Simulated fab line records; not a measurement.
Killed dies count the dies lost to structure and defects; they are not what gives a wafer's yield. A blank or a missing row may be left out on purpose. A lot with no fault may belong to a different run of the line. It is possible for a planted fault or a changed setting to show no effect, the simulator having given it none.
fab line records	flow nand-harc
record lots=11	wafers=33	last-day=33
route steps=1302 shown A_STAIRCASE@681 END@1302
lots untouched by any fault: they come from a run of this same line in which no faults occurred
start-h: start of the lot's first displayed wafer, in hours after the record's first day	wait-h: time in hours since the lot's previous step	" the same as in the row above	L1.1+2: several wafers, shown together as one row	- either no value or no given start	* or withheld: withheld	< > ~ a bound
route shown NAME@n: names a module that has steps shown in the file, with the first one's number in the route	usual: mean/standard deviation of fault-free wafers	same: alike in all rows	chamber/n: place in a boat	sites: per-site readings	_std_site: how widely they spread, as a standard deviation	_edge_site: the outer-site mean with the inner-site mean subtracted	radius-mm: how far each site lies from the wafer's centre	mask NAME#n: copy n	behind: the last tool/chamber to shape the wafer	hold: why the lot was held/for how many hours/how that ended	device: transistor that didn't switch, given as n, p or np	end of line: the same wafers' tests at the end of the route	where a step has no rows: the recipe by itself	killed: not the wafer's yield, but the dies lost to structure and defects at the first sort	map: a wafer's dies, marking killed ones x, the rest . and places with no die _
set.NAME: the setting the step ran with; set.NAME@STEP: the setting that earlier step ran with	model.NAME: the simulator's own value behind a step, which no gauge read
route steps across a sampled set of lots; one table per step, one row per wafer
services: from which hour (start-h, from the record's first day; less than 0 if before it) a tool's chamber was out of use, for how many hours, and why
## steps
# step NHARC_A_STAIRCASE_TRIM_24
# recipe time-s=211.2	o2-flow-sccm=500	ar-flow-sccm=0	bias-w=0	chemistry=O2
# usual chamber-pressure-mTorr=59.99/0.052	drypump-motor-current-A=5.9/0.41	o2-flow-sccm=500.1/1.5	oes-product-au=0.997/0.011	rf-vpp-V=58.0/0.88	showerhead-plenum-p-Torr=3.56/0.14	throttle-valve-pct=17.036/0.0088
lot.wafer	tool	chamber	start-h	wait-h	chamber-pressure-mTorr	drypump-motor-current-A	o2-flow-sccm	oes-product-au	rf-hours-counter-h	rf-vpp-V	showerhead-plenum-p-Torr	throttle-valve-pct
L533.2	rie-diel-07	1	-	-	60.06	5.9	500.9	0.986	14	57.4	3.50	17.038
L533.4	"	3	"	"	60.00	4.9	498.7	1.002	15	59.0	3.65	17.033
L533.5	"	1	"	"	59.97	5.9	500.4	0.987	-	58.8	3.49	17.047
L534.4	rie-diel-04	3	-	-	59.98	6.1	501.2	0.988	1	58.0	3.56	17.028
L534.3	"	0	"	"	59.95	6.2	500.3	0.997	1	58.0	3.81	17.036
L534.5	"	2	"	"	59.95	5.6	499.7	0.999	-	58.5	3.32	17.025
L536.2	rie-diel-07	2	-	-	59.97	6.2	498.7	0.982	33	57.9	3.66	17.036
L536.1	"	1	"	"	60.06	5.9	501.2	0.978	33	58.0	3.48	17.030
L536.5	"	2	"	"	59.98	6.2	498.4	0.974	-	58.0	3.66	17.044
L541.2	rie-diel-08	3	-	-	60.00	5.8	503.2	1.007	22	58.5	3.77	17.048
L541.4	"	0	"	"	60.04	6.3	501.4	1.016	20	58.6	3.57	17.044
L541.6	"	3	"	"	60.00	5.8	502.8	1.010	-	58.9	3.77	17.036
L542.2	rie-diel-04	0	-	-	59.92	6.2	499.8	0.988	27	59.7	3.79	17.011
L542.4	"	1	"	"	60.01	5.9	503.7	1.018	25	57.8	3.48	17.041
L542.6	"	0	"	"	59.96	6.2	501.8	0.987	-	58.7	3.79	17.043
L548.3	rie-diel-07	1	-	-	59.98	5.9	498.0	0.992	10	58.0	3.46	17.037
L548.4	"	0	"	"	60.14	6.3	499.0	0.988	10	58.6	3.36	17.061
L548.5	"	2	"	"	59.97	6.2	502.0	1.003	-	58.9	3.65	17.018
L549.3	rie-diel-08	0	-	-	59.94	6.3	502.0	1.009	48	58.6	3.55	17.027
L549.2	"	2	"	"	59.95	5.6	500.5	1.004	50	58.7	3.53	17.045
L549.6	"	1	"	"	60.09	5.9	497.9	1.005	-	57.5	3.75	17.039
L551.3	rie-diel-07	0	-	-	60.01	6.3	502.6	0.997	20	57.8	3.36	17.035
L551.4	"	1	"	"	59.99	5.9	498.5	0.990	19	57.8	3.46	17.028
L551.5	"	3	"	"	59.96	5.0	501.1	1.001	-	57.6	3.61	17.040
L552.1	rie-diel-08	2	-	-	60.00	5.6	496.9	0.995	0	58.7	3.52	17.032
L552.2	"	3	"	"	59.95	5.8	500.5	1.011	0	59.9	3.75	17.039
L552.5	"	2	"	"	60.06	5.6	499.4	0.992	-	58.6	3.52	17.051
L554.3	rie-diel-07	2	-	-	60.02	6.2	499.4	1.000	34	57.5	3.63	17.046
L554.5	"	0	"	"	59.99	6.4	498.9	0.990	-	58.7	3.35	17.030
L554.6	"	1	"	"	60.05	5.9	501.3	0.993	-	56.6	3.45	17.041
L555.3	rie-diel-04	3	-	-	59.97	6.2	500.0	0.999	15	57.6	3.53	17.031
L555.4	"	1	"	"	60.09	5.9	501.6	1.013	15	57.1	3.46	17.030
L555.6	"	3	"	"	59.98	6.2	501.5	0.997	-	58.6	3.52	17.050
# step NHARC_A_STAIRCASE_ETCH_25
# recipe target-depth-a=1000	time-s=40.5	ion-energy-ev=400	c4f8-flow-sccm=20	o2-flow-sccm=10	ar-flow-sccm=withheld	rf-w=600	bias-w=1000	chemistry=C4F8/O2
# usual chamber-pressure-mTorr=24.997/0.022	oes-product-au=0.943/0.011	rf-fwd-power-W=591.5/2.7	rf-vpp-V=897/5.2
lot.wafer	tool	chamber	start-h	wait-h	chamber-pressure-mTorr	oes-product-au	rf-fwd-power-W	rf-hours-counter-h	rf-vpp-V
L533.4	rie-diel-07	1	-	-	25.011	0.928	588.2	14	894
L533.2	"	2	"	"	24.997	0.946	590.4	15	900
L533.5	"	2	"	"	25.029	0.941	591.2	-	901
L534.4	rie-diel-04	3	-	-	24.964	0.927	589.1	1	898
L534.3	"	1	"	"	24.948	0.955	594.6	1	896
L534.5	"	2	"	"	24.977	0.945	597.9	-	887
L536.2	rie-diel-07	3	-	-	25.009	0.947	592.3	33	899
L536.1	"	0	"	"	24.994	0.925	589.5	33	890
L536.5	"	3	"	"	24.984	0.940	591.0	-	900
L541.2	rie-diel-08	1	-	-	25.007	0.962	592.0	18	906
L541.4	"	2	"	"	25.012	0.949	588.5	14	896
L541.6	"	0	"	"	24.962	0.945	589.0	-	896
L542.2	rie-diel-04	1	-	-	25.028	0.960	591.4	25	893
L542.4	"	3	"	"	25.000	0.943	589.3	29	896
L542.6	"	2	"	"	25.031	0.965	594.9	-	887
L548.3	rie-diel-07	3	-	-	25.013	0.937	592.2	7	899
L548.4	"	1	"	"	25.018	0.920	589.4	10	893
L548.5	"	2	"	"	24.999	0.938	593.8	-	899
L549.2	rie-diel-08	3	-	-	25.009	0.948	594.9	53	904
L549.3	"	1	"	"	25.000	0.945	590.5	49	904
L549.6	"	0	"	"	24.990	0.947	589.1	-	898
L551.4	rie-diel-07	2	-	-	24.989	0.932	587.6	17	901
L551.3	"	0	"	"	25.007	0.934	590.2	20	889
L551.5	"	2	"	"	24.979	0.939	591.8	-	902
L552.2	rie-diel-08	0	-	-	24.968	0.957	590.9	0	897
L552.1	"	2	"	"	24.991	0.919	589.2	0	896
L552.5	"	0	"	"	25.013	0.936	590.8	-	897
L554.3	rie-diel-07	3	-	-	25.026	0.956	592.1	35	900
L554.6	"	2	"	"	24.985	0.963	593.4	-	900
L554.5	"	3	"	"	25.025	0.955	593.6	-	898
L555.4	rie-diel-04	3	-	-	24.993	0.964	590.8	15	897
L555.3	"	0	"	"	25.012	0.954	593.2	18	905
L555.6	"	0	"	"	24.996	0.965	594.4	-	905
# step NHARC_A_STAIRCASE_ETCH_188
# recipe target-depth-a=1000	time-s=40.5	ion-energy-ev=400	c4f8-flow-sccm=20	o2-flow-sccm=10	ar-flow-sccm=withheld	rf-w=600	bias-w=1000	chemistry=C4F8/O2
# usual chamber-pressure-mTorr=24.996/0.023	oes-product-au=0.938/0.013	rf-fwd-power-W=591.8/2.5	rf-vpp-V=896/5.5
lot.wafer	tool	chamber	start-h	wait-h	chamber-pressure-mTorr	oes-product-au	rf-fwd-power-W	rf-hours-counter-h	rf-vpp-V
L533.4	rie-diel-07	0	357.88	-	24.971	0.937	589.8	16	891
L533.2	"	2	"	"	25.004	0.948	588.7	16	902
L533.5	"	3	"	"	25.045	0.947	595.1	-	901
L534.3	rie-diel-04	2	371.10	-	25.027	0.928	594.6	1	889
L534.4	"	3	"	"	24.975	0.932	591.5	1	895
L534.5	"	3	"	"	25.007	0.934	593.4	-	898
L536.2	rie-diel-04	2	397.20	-	24.987	0.927	594.6	9	888
L536.1	"	1	"	"	24.976	0.943	593.2	9	896
L536.5	"	2	"	"	24.978	0.928	595.5	-	888
L541.2	rie-diel-07	1	432.46	-	24.999	1.135	827.2	47	894
L541.4	"	2	"	"	24.976	1.134	830.9	-	901
L541.6	"	0	"	"	25.028	1.157	827.1	-	890
L542.4	rie-diel-07	2	458.77	-	25.003	1.160	830.9	53	901
L542.2	"	0	"	"	24.990	1.172	832.9	56	889
L542.6	"	1	"	"	24.991	1.176	830.9	-	895
L548.3	rie-diel-07	3	515.82	-	24.955	0.937	591.1	8	900
L548.4	"	0	"	"	24.996	0.928	591.8	10	890
L548.5	"	0	"	"	25.044	0.938	591.7	-	890
L549.2	rie-diel-07	1	524.75	-	24.963	0.918	591.5	12	894
L549.3	"	0	"	"	25.003	0.918	592.4	13	889
L549.6	"	1	"	"	24.972	0.919	587.6	-	895
L551.3	rie-diel-04	0	546.21	-	24.992	0.926	593.5	0	906
L551.4	"	3	"	"	24.982	0.933	590.1	-	895
L551.5	"	0	"	"	24.985	0.931	589.4	-	904
L552.1	rie-diel-04	3	559.76	-	25.002	0.936	589.0	5	896
L552.2	"	0	"	"	25.018	0.934	592.7	5	904
L552.5	"	3	"	"	25.006	0.931	591.6	-	897
L554.3	rie-diel-07	2	592.17	-	24.986	0.939	594.1	35	898
L554.5	"	3	"	"	24.995	0.935	595.5	-	900
L554.6	"	0	"	"	25.020	0.936	589.4	-	890
L555.4	rie-diel-07	3	592.74	-	24.977	0.923	591.0	36	899
L555.3	"	0	"	"	24.986	0.923	589.5	36	888
L555.6	"	3	"	"	24.986	0.920	593.2	-	898
# step NHARC_A_STAIRCASE_ETCH_194
# recipe target-depth-a=1000	time-s=40.5	ion-energy-ev=400	c4f8-flow-sccm=20	o2-flow-sccm=10	ar-flow-sccm=withheld	rf-w=600	bias-w=1000	chemistry=C4F8/O2
# usual chamber-pressure-mTorr=24.999/0.023	oes-product-au=0.941/0.011	rf-fwd-power-W=591.9/2.7	rf-vpp-V=896/5.4
lot.wafer	tool	chamber	start-h	wait-h	chamber-pressure-mTorr	oes-product-au	rf-fwd-power-W	rf-hours-counter-h	rf-vpp-V
L533.2	rie-diel-07	0	-	-	24.967	0.929	591.0	17	891
L533.4	"	3	"	"	25.011	0.930	593.0	18	900
L533.5	"	1	"	"	24.971	0.920	590.6	-	896
L534.4	rie-diel-04	2	-	-	25.007	0.949	596.8	2	890
L534.3	"	3	"	"	25.018	0.947	591.5	1	898
L534.5	"	2	"	"	25.014	0.949	595.8	-	888
L536.2	rie-diel-04	1	-	-	24.962	0.969	590.1	9	895
L536.1	"	3	"	"	24.987	0.943	591.1	9	897
L536.5	"	1	"	"	25.018	0.953	588.3	-	896
L541.2	rie-diel-07	0	-	-	24.994	0.939	590.3	50	891
L541.6	"	0	"	"	25.004	0.941	590.2	-	891
L541.4	"	2	"	"	25.033	0.924	592.2	-	901
L542.2	rie-diel-07	1	-	-	24.992	0.930	590.3	54	892
L542.4	"	3	"	"	24.995	0.931	596.1	53	901
L542.6	"	0	"	"	24.970	0.930	590.2	-	889
L548.4	rie-diel-07	1	-	-	24.963	0.937	590.6	11	892
L548.3	"	2	"	"	25.000	0.931	590.1	8	900
L548.5	"	0	"	"	25.003	0.942	590.2	-	891
L549.3	rie-diel-07	0	-	-	24.988	0.936	591.4	13	891
L549.2	"	3	"	"	25.024	0.946	593.6	11	900
L549.6	"	0	"	"	25.026	0.940	588.3	-	892
L551.3	rie-diel-04	1	-	-	25.012	0.959	591.6	1	894
L551.5	"	0	"	"	24.954	0.926	597.8	-	906
L551.4	"	1	"	"	24.983	0.941	591.0	-	893
L552.2	rie-diel-04	0	-	-	25.008	0.944	594.3	5	903
L552.1	"	1	"	"	24.981	0.956	590.5	5	893
L552.5	"	3	"	"	24.980	0.940	593.7	-	897
L554.3	rie-diel-07	2	-	-	25.014	0.930	593.1	36	901
L554.5	"	1	"	"	24.987	0.939	589.6	-	893
L554.6	"	2	"	"	24.966	0.952	592.5	-	899
L555.4	rie-diel-07	2	-	-	24.993	0.939	593.1	36	900
L555.3	"	3	"	"	24.991	0.927	593.1	37	899
L555.6	"	3	"	"	25.040	0.931	595.9	-	899
# step NHARC_END_SORT_01
# recipe temp-c=25
# usual killed-at-array=57/19	killed-at-other=0.9/1.1	killed-at-periphery=4.0/2.6	killed-dies=62/19	killed-open=3.3/1.8	killed-short=2.4/1.7
# same gross-dies=677
lot.wafer	tool	chamber	start-h	wait-h	killed-at-array	killed-at-other	killed-at-periphery	killed-dies	killed-open	killed-short
L541.2	prober-02	0	636.03	2.8	669	3	5	677	0	5
L541.4	prober-02	0	637.64	3.4	672	2	3	677	4	3
L541.6	prober-02	0	639.25	4.0	672	2	3	677	4	6
L542.2	prober-02	0	659.64	2.8	677	0	0	677	4	1
L542.4	prober-02	0	661.23	3.4	672	2	3	677	5	4
L542.6	prober-02	0	662.82	4.0	675	0	2	677	5	2
# killed by level:class
L541.2 A_STAIRCASE:area-etch=600 A_CHANNEL_HOLE_D1:chamber-film-flake=33 A_SLIT:chamber-film-flake=14 A_CHANNEL_HOLE_D2:chamber-film-flake=11 A_ZERO_WELL:chamber-film-flake=3 THIN_TSV:chamber-film-flake=3 A_CHANNEL_FILL_D2:geometric-particle:short=2 P_ZERO_WELL:chamber-film-flake=2
L541.4 A_STAIRCASE:area-etch=579 A_CHANNEL_HOLE_D1:chamber-film-flake=36 A_SLIT:chamber-film-flake=25 A_CHANNEL_HOLE_D2:chamber-film-flake=7 A_CONTACT:chamber-film-flake=6 A_STAIRCASE:chamber-film-flake=4 A_CHANNEL_FILL_D1:chamber-film-flake=3 A_CHANNEL_FILL_D2:geometric-particle:short=2
L541.6 A_STAIRCASE:area-etch=603 A_CHANNEL_HOLE_D1:chamber-film-flake=33 A_SLIT:chamber-film-flake=18 A_CHANNEL_HOLE_D2:chamber-film-flake=7 A_ZERO_WELL:chamber-film-flake=2 A_CONTACT:chamber-film-flake=2 P_GATE:geometric-particle:short=1 P_M0:geometric-particle:short=1
L542.2 A_STAIRCASE:area-etch=613 A_CHANNEL_HOLE_D1:chamber-film-flake=34 A_SLIT:chamber-film-flake=14 A_STAIRCASE:chamber-film-flake=4 A_M0:geometric-particle:open=3 A_CHANNEL_HOLE_D2:unspecified=3 A_CHANNEL_HOLE_D2:chamber-film-flake=2 A_ONON_D1:geometric-particle:open=1
L542.4 A_STAIRCASE:area-etch=602 A_CHANNEL_HOLE_D1:chamber-film-flake=27 A_SLIT:chamber-film-flake=24 A_CONTACT:chamber-film-flake=3 A_ZERO_WELL:chamber-film-flake=2 A_DECK1_JOINT:chamber-film-flake=2 A_CHANNEL_HOLE_D2:chamber-film-flake=2 A_STAIRCASE:chamber-film-flake=2
L542.6 A_STAIRCASE:area-etch=608 A_SLIT:chamber-film-flake=28 A_CHANNEL_HOLE_D1:chamber-film-flake=23 A_STAIRCASE:chamber-film-flake=3 A_CONTACT:chamber-film-flake=2 A_DECK1_JOINT:chamber-film-flake=2 A_CHANNEL_HOLE_D2:chamber-film-flake=2 P_STI:geometric-particle:open=1
## services
tool	chamber	start-h	hours	kind
rie-diel-04	2	338.78	6.7	repair
rie-diel-07	0	354.34	-	clean
rie-diel-07	1	354.34	-	clean
rie-diel-07	2	354.34	-	clean
rie-diel-07	3	354.34	-	clean
rie-diel-04	-	357.44	9.0	pm
rie-diel-08	-	368.00	9.0	pm
rie-diel-07	0	378.84	-	clean
rie-diel-07	1	378.84	-	clean
rie-diel-07	2	378.84	-	clean
rie-diel-07	3	378.84	-	clean
rie-diel-08	2	400.04	4.7	repair
rie-diel-07	0	403.34	-	clean
rie-diel-07	1	403.34	-	clean
rie-diel-07	2	403.34	-	clean
rie-diel-07	3	403.34	-	clean
rie-diel-08	-	404.81	0.3	repair
rie-diel-07	0	429.73	-	clean
rie-diel-07	1	429.73	-	clean
rie-diel-07	-	473.84	9.0	pm
rie-diel-08	3	509.73	6.1	repair
rie-diel-04	-	534.44	9.0	pm
rie-diel-08	-	545.00	9.0	pm
rie-diel-04	1	581.89	3.3	repair
## key
first-sign step=NHARC_A_STAIRCASE_ETCH_188	reading=rf-fwd-power-W	direction=up	sigmas=96	usual=*	struck=*
effect step=NHARC_A_STAIRCASE_ETCH_188	reading=oes-product-au	direction=up	sigmas=17	usual=0.938	struck=1.155
effect step=NHARC_END_SORT_01	reading=killed-dies	direction=up	sigmas=33	usual=62	struck=677
more-kills-born-at NHARC_A_STAIRCASE_ETCH_188@rie-diel-07=3605
met-at NHARC_A_STAIRCASE_ETCH_188
struck-lots L541,L542
later-rows-left-out L541.2,L541.4,L541.6,L542.2,L542.4,L542.6
tester-left-out L541,L542
not-acting-at NHARC_A_STAIRCASE_TRIM_24,NHARC_A_STAIRCASE_ETCH_25,NHARC_A_STAIRCASE_ETCH_194
onset-between 357.88 432.46
fault kind=process-parameter-drift	tool=rie-diel-07	chamber=-	onset-h=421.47	steps=NHARC_A_STAIRCASE_ETCH_188	channel=rf-w	offset=*	shape=step	end-h=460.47	acts-in=*	stated=*
# tester-left-out: of these lots the tester's yield and bins aren't shown, on N5 and GAA mostly nor the transistor test; their killed dies are dies lost to structure and defects alone, not to doping, threshold or leakage, so they don't give the yield
# later-rows-left-out: the simulator's readings of these wafers behind a module that went badly wrong aren't trusted and aren't shown, but for the sort
